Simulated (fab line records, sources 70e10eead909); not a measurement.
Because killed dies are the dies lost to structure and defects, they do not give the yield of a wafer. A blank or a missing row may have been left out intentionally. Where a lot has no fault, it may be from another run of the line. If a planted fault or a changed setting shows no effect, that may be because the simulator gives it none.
Which tool is to blame?    flow nand harc    14 lots with 42 wafers sampled at 5 steps, on a route of 1302 steps

## WHAT THE GAUGES READ, wafer by wafer
NHARC_A_SGD_CUT_CD_MEAS_09 targets a cd of 100 nm. Usual: cd nm reads 100.0 nm (standard deviation 0.66).
lot   measured      on         cd nm (nm)         flag
L816  day 19 14:29  cd sem-01  98.6 99.4 100.9    
L815  day 19 14:49  cd sem-03  100.0 99.4 98.5    
L817  day 20 05:06  cd sem-02  99.9 99.2 98.8     
L819  day 20 11:32  cd sem-01  98.8 99.5 100.1    
L820  day 20 20:11  cd sem-02  100.6 100.3 99.9   
L818  day 20 20:29  cd sem-02  99.8 99.8 100.6    
L821  day 21 16:40  cd sem-01  99.3 100.2 99.3    
L822  day 22 04:48  cd sem-03  99.7 100.7 101.0   
L827  day 24 03:45  cd sem-01  99.0 100.3 99.3    
L830  day 25 06:51  cd sem-03  99.7 99.6 100.5    
L831  day 26 02:37  cd sem-01  100.7 100.9 100.1  
L837  day 28 04:46  cd sem-03  99.8 100.2 99.6    
L836  day 28 05:09  cd sem-01  100.4 100.7 100.3  
L838  day 29 02:54  cd sem-03  99.5 100.1 100.2   

NHARC_A_SGD_CUT_OVL_MEAS_10. Usual: overlay x nm -0.3 nm, standard deviation 0.77; overlay y nm 0.0 nm, standard deviation 0.91.
lot   measured      on          overlay x nm (nm)  overlay y nm (nm)  flag
L816  day 19 14:35  overlay-02  -0.7 -0.4 -0.7     -0.7 -0.3 -0.4     
L815  day 19 14:54  overlay-02  -1.1 -1.3 -0.9     -0.4 0.2 0.3       
L817  day 20 05:11  overlay-01  -0.7 -0.3 -0.9     1.4 1.9 1.0        
L819  day 20 11:38  overlay-02  -0.7 -0.9 -0.6     1.2 1.0 0.9        
L820  day 20 20:17  overlay-01  -1.7 -1.6 -1.6     -0.6 -0.2 -0.9     
L818  day 20 20:34  overlay-01  -0.6 -0.5 -0.7     0.7 0.5 0.3        
L821  day 21 16:45  overlay-01  0.6 0.7 1.2        0.3 -0.5 -0.6      
L822  day 22 04:53  overlay-02  -0.8 -1.1 -1.1     -0.2 0.2 0.3       
L827  day 24 03:50  overlay-01  1.0 0.7 0.6        -0.8 -0.6 -0.8     
L830  day 25 06:56  overlay-02  0.4 0.3 0.6        0.5 0.4 0.0        
L831  day 26 02:41  overlay-01  0.7 0.3 1.1        -0.6 -0.6 -1.1     
L837  day 28 04:51  overlay-01  0.5 0.7 0.9        0.8 0.6 1.0        
L836  day 28 05:14  overlay-02  -0.5 -1.0 -1.4     0.0 0.0 0.1        
L838  day 29 02:59  overlay-02  -0.3 -0.3 -0.4     0.7 0.2 0.3        

NHARC_END_SORT_01. Usual: killed at array 56, standard deviation 19; killed at other 1.0, standard deviation 1.3; killed at periphery 3.8, standard deviation 2.2; killed dies 61, standard deviation 19; killed open 3.1, standard deviation 1.9; killed short 2.3, standard deviation 1.5.
lot   measured      on         killed at array  killed at other  killed at periphery  killed dies  killed open  killed short  flag
L816  day 24 20:38  prober-01  67 65 60         1 4 2            2 2 3                70 71 65     2 4 4        2 0 6         
L815  day 24 20:38  prober-02  49 40 44         0 1 0            2 6 4                51 47 48     2 5 2        4 4 1         
L817  day 25 09:32  prober-02  32 19 25         3 0 0            6 10 7               41 29 32     8 2 6        5 4 1         
L819  day 25 18:56  prober-02  88 73 74         0 3 0            2 0 6                90 76 80     3 2 5        4 5 2         
L820  day 26 00:35  prober-01  43 49 45         0 4 0            4 5 3                47 58 48     3 3 1        1 3 2         
L818  day 26 02:43  prober-02  57 43 45         0 0 0            5 2 6                62 45 51     4 2 2        1 3 1         
L821  day 27 00:12  prober-01  66 79 72         0 1 1            1 3 0                67 83 73     6 5 2        2 1 3         
L822  day 27 10:25  prober-02  76 79 79         0 0 1            5 6 7                81 85 87     2 0 2        2 4 2         
L827  day 29 09:46  prober-01  24 23 15         1 1 0            3 4 4                28 28 19     2 2 4        3 2 2         
L830  day 30 17:17  prober-02  55 50 45         0 0 1            1 2 2                56 52 48     3 4 3        3 3 2         
L831  day 31 15:49  prober-02  75 80 69         0 0 0            5 4 7                80 84 76     1 5 6        3 3 0         
L837  day 33 03:59  prober-01  45 45 50         2 3 2            4 5 1                51 53 53     2 3 2        5 3 3         
L836  day 33 05:19  prober-02  52 78 48         1 0 1            0 1 6                53 79 55     2 9 2        2 2 1         
L838  day 34 11:44  prober-02  70 73 84         0 1 3            2 3 1                72 77 88     1 3 5        0 5 3         

## EACH LOT AND THE TOOL THAT RAN IT (in order: tool; ch and the chambers of the sampled wafers; start)
lot   NHARC_A_SGD_CUT_CMP_21         NHARC_A_SLIT_SOFTBAKE_04
L816  cmp-03 ch 0,1,2, day 19 21:47  litho track-01 ch 0, day 20 04:00
L815  cmp-01 ch 1,3, day 19 21:47    litho track-04 ch 0, day 20 03:00
L817  cmp-03 ch 1,3, day 20 11:13    litho track-01 ch 0, day 20 16:00
L819  cmp-02 ch 1,3, day 20 17:41    litho track-06 ch 0, day 20 22:00
L820  cmp-03 ch 0,2, day 21 02:17    litho track-04 ch 0, day 21 07:00
L818  cmp-02 ch 1,2,3, day 21 02:20  litho track-06 ch 0, day 21 07:00
L821  cmp-01 ch 0,1,3, day 21 23:34  litho track-04 ch 0, day 22 04:00
L822  cmp-02 ch 0,3, day 22 10:47    litho track-06 ch 0, day 22 16:00
L827  cmp-02 ch 0,3, day 24 09:44    litho track-01 ch 0, day 24 16:00
L830  cmp-01 ch 0,1, day 25 13:02    litho track-06 ch 0, day 25 20:00
L831  cmp-03 ch 1,2, day 26 08:28    litho track-06 ch 0, day 26 17:00
L837  cmp-02 ch 0,2,3, day 28 11:00  litho track-01 ch 0, day 28 16:00
L836  cmp-01 ch 1,2,3, day 28 10:59  litho track-04 ch 0, day 28 16:00
L838  cmp-03 ch 0,2, day 29 09:42    litho track-06 ch 0, day 29 16:00
- NHARC_A_SGD_CUT_CMP_21: polishes, target thk 148.19 nm.
- NHARC_A_SLIT_SOFTBAKE_04: time 55 s.

## WHAT THE TOOLS THEMSELVES READ (means of the sampled wafers that have a number; where no wafer has one, the mark that the record gives instead)
NHARC_A_SGD_CUT_CMP_21. Usual: motor current A 11.9 A, standard deviation 1; slurry flow ml min 150.0, standard deviation 0.46; time to endpoint s 50.8 s, standard deviation 2.9.
lot   tool    motor current A (A)  slurry flow ml min  time to endpoint s (s)  flag
L816  cmp-03  12.0                 149.9               50.2                    
L815  cmp-01  13.4                 149.9               49.0                    
L817  cmp-03  12.3                 150.0               52.2                    
L819  cmp-02  10.8                 149.9               49.1                    
L820  cmp-03  11.3                 149.9               52.9                    
L818  cmp-02  11.3                 150.1               48.0                    
L821  cmp-01  12.4                 149.4               51.4                    
L822  cmp-02  11.6                 150.5               47.3                    
L827  cmp-02  11.7                 149.9               50.9                    
L830  cmp-01  12.1                 149.6               51.2                    
L831  cmp-03  11.9                 149.9               48.2                    
L837  cmp-02  12.0                 149.8               49.6                    
L836  cmp-01  12.0                 150.0               52.9                    
L838  cmp-03  11.7                 149.9               52.2                    

NHARC_A_SLIT_SOFTBAKE_04. Usual: heater power total W reads 188.43 W (standard deviation 0.13).
lot   tool            heater power total W (W)  flag
L816  litho track-01  188.44                    
L815  litho track-04  188.56                    
L817  litho track-01  188.50                    
L819  litho track-06  188.34                    
L820  litho track-04  188.51                    
L818  litho track-06  188.51                    
L821  litho track-04  188.43                    
L822  litho track-06  188.36                    
L827  litho track-01  188.38                    
L830  litho track-06  173.16                    OFF
L831  litho track-06  173.20                    OFF
L837  litho track-01  188.41                    
L836  litho track-04  188.54                    
L838  litho track-06  188.42                    

## THE ANSWER, worked out from the rows above alone
Rule: a lot is off if the mean of its wafers that have a number lies more than 3 standard deviations from the usual mean. Also off: a lot with no number at a reading for which 4 or more lots have one. The other lots that the step has rows for count as sound. The gauges are gone through in route order, then the tools' own readings, and for those a lot's mean is taken as printed above. The first step at which some lot is off is used, and at that step the reading that is off furthest; a lot without a number counts as furthest.
Off at NHARC_A_SLIT_SOFTBAKE_04 (heater power total W): L830, L831.
If a tool, at that step or one of the process steps before it, ran each lot that is off and ran no sound lot following the first of them, it fits. No candidate that was tried fits.

## WHAT THE SIMULATOR PUT IN
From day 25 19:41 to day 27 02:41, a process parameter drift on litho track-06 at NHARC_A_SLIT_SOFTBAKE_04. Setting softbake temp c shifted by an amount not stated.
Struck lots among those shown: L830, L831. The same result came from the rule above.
